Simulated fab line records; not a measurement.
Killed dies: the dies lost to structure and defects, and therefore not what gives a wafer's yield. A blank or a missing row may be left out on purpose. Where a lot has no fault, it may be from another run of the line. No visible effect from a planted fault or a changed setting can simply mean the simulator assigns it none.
Split-lot study / flow n5-finfet / 21 wafers read from 7 lots, route of 1938 steps

== ON THE SPLIT ==
At N5_BEOL_M11_VIA_ETCH_34 (etches SiCOH lowk in C4F6/O2, target depth 184.5 nm, time 69.2 s), the setting time-s was moved away from the recipe's 69.2 s on 6 of the 21 wafers read, by -14.5% to +13.5%. This setting was run at the recipe's value on the other wafers.

The split's own step is where the reading is taken.

== THE READING ==
etch.depth-nm (the simulator's own value, which no gauge read), in nm, at N5_BEOL_M11_VIA_ETCH_34 (etches SiCOH lowk in C4F6/O2, target depth 184.5 nm, time 69.2 s). The file gives no usual value for it. Across the 15 wafers here that went through the recipe, the average is 183.2 nm and the standard deviation 2.8 nm.

wafer=L074.2; tool, chamber at the split=rie-diel-06, 2; time-s as run, s=69.2; against the recipe=recipe; etch.depth-nm, nm=182.9; against lot-mates on the recipe=-
wafer=L074.4; tool, chamber at the split=rie-diel-06, 0; time-s as run, s=69.2; against the recipe=recipe; etch.depth-nm, nm=186.8; against lot-mates on the recipe=-
wafer=L074.6; tool, chamber at the split=rie-diel-06, 0; time-s as run, s=69.2; against the recipe=recipe; etch.depth-nm, nm=186.8; against lot-mates on the recipe=-
wafer=L075.1; tool, chamber at the split=rie-diel-05, 2; time-s as run, s=69.2; against the recipe=recipe; etch.depth-nm, nm=184.3; against lot-mates on the recipe=-
wafer=L075.3; tool, chamber at the split=rie-diel-05, 0; time-s as run, s=69.2; against the recipe=recipe; etch.depth-nm, nm=177.4; against lot-mates on the recipe=-
wafer=L075.6; tool, chamber at the split=rie-diel-05, 1; time-s as run, s=69.2; against the recipe=recipe; etch.depth-nm, nm=185.3; against lot-mates on the recipe=-
wafer=L077.3; tool, chamber at the split=rie-diel-06, 2; time-s as run, s=69.2; against the recipe=recipe; etch.depth-nm, nm=181.8; against lot-mates on the recipe=-
wafer=L077.4; tool, chamber at the split=rie-diel-06, 0; time-s as run, s=69.2; against the recipe=recipe; etch.depth-nm, nm=182.3; against lot-mates on the recipe=-
wafer=L077.6; tool, chamber at the split=rie-diel-06, 0; time-s as run, s=69.2; against the recipe=recipe; etch.depth-nm, nm=182.1; against lot-mates on the recipe=-
wafer=L082.1; tool, chamber at the split=rie-diel-03, 3; time-s as run, s=69.2; against the recipe=recipe; etch.depth-nm, nm=178.7; against lot-mates on the recipe=-
wafer=L082.2; tool, chamber at the split=rie-diel-03, 2; time-s as run, s=74.32; against the recipe=+7.4%; etch.depth-nm, nm=196.1; against lot-mates on the recipe=+17.4
wafer=L082.3; tool, chamber at the split=rie-diel-03, 0; time-s as run, s=74.32; against the recipe=+7.4%; etch.depth-nm, nm=198.7; against lot-mates on the recipe=+20.0
wafer=L086.2; tool, chamber at the split=rie-diel-06, 0; time-s as run, s=69.2; against the recipe=recipe; etch.depth-nm, nm=179.6; against lot-mates on the recipe=-
wafer=L086.5; tool, chamber at the split=rie-diel-06, 0; time-s as run, s=59.15; against the recipe=-14.5%; etch.depth-nm, nm=154.5; against lot-mates on the recipe=-28.3
wafer=L086.6; tool, chamber at the split=rie-diel-06, 1; time-s as run, s=69.2; against the recipe=recipe; etch.depth-nm, nm=186; against lot-mates on the recipe=-
wafer=L090.1; tool, chamber at the split=rie-diel-05, 2; time-s as run, s=78.55; against the recipe=+13.5%; etch.depth-nm, nm=208.9; against lot-mates on the recipe=+24.2
wafer=L090.3; tool, chamber at the split=rie-diel-05, 1; time-s as run, s=69.2; against the recipe=recipe; etch.depth-nm, nm=184.7; against lot-mates on the recipe=-
wafer=L090.5; tool, chamber at the split=rie-diel-05, 0; time-s as run, s=78.55; against the recipe=+13.5%; etch.depth-nm, nm=203.9; against lot-mates on the recipe=+19.2
wafer=L092.1; tool, chamber at the split=rie-diel-05, 2; time-s as run, s=69.2; against the recipe=recipe; etch.depth-nm, nm=185.6; against lot-mates on the recipe=-
wafer=L092.4; tool, chamber at the split=rie-diel-05, 2; time-s as run, s=69.2; against the recipe=recipe; etch.depth-nm, nm=184; against lot-mates on the recipe=-
wafer=L092.5; tool, chamber at the split=rie-diel-05, 3; time-s as run, s=64.95; against the recipe=-6.1%; etch.depth-nm, nm=171.1; against lot-mates on the recipe=-13.7

THE FIT
A straight line over all 21 wafers: etch.depth-nm changes by +1.84 nm for each +1% of time-s; r = +0.97; the points scatter about the line by 2.8 nm.
The same after taking each lot's own level away (the mean of its wafers on the recipe; 21 wafers): +1.88 nm for each +1%; r = +0.97; scatter 2.9 nm.
On that fit, the largest move of time-s shifts the reading by 27 nm.
From 178.70 to 185.50 nm: that is the span of the lots' own levels, equal to 2.4 times the standard deviation above.
The two slopes are in agreement: the lot-to-lot level therefore moves the slope only a little.
Check: with one of the wafers moved furthest among these (-14.5%) left out of the fit, the line predicts -26.7 nm for it against its lot-mates. Against them it came out at -28.3 nm.

== OTHER SPLITS ON THESE WAFERS ==
Before the reading, these wafers also passed through other splits. Each is held against what the fit with the lots' levels taken away leaves over:
other split on the same wafers=N5_BEOL_M10_ETCH_61 cf4-flow-sccm; wafers away from the commonest value=6; r with etch.depth-nm (lot level and that fit taken away)=-0.22

== THE FILE'S OWN FIT ==
etch.depth-nm changes by +1.9 nm for each +1% of time-s, r = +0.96.
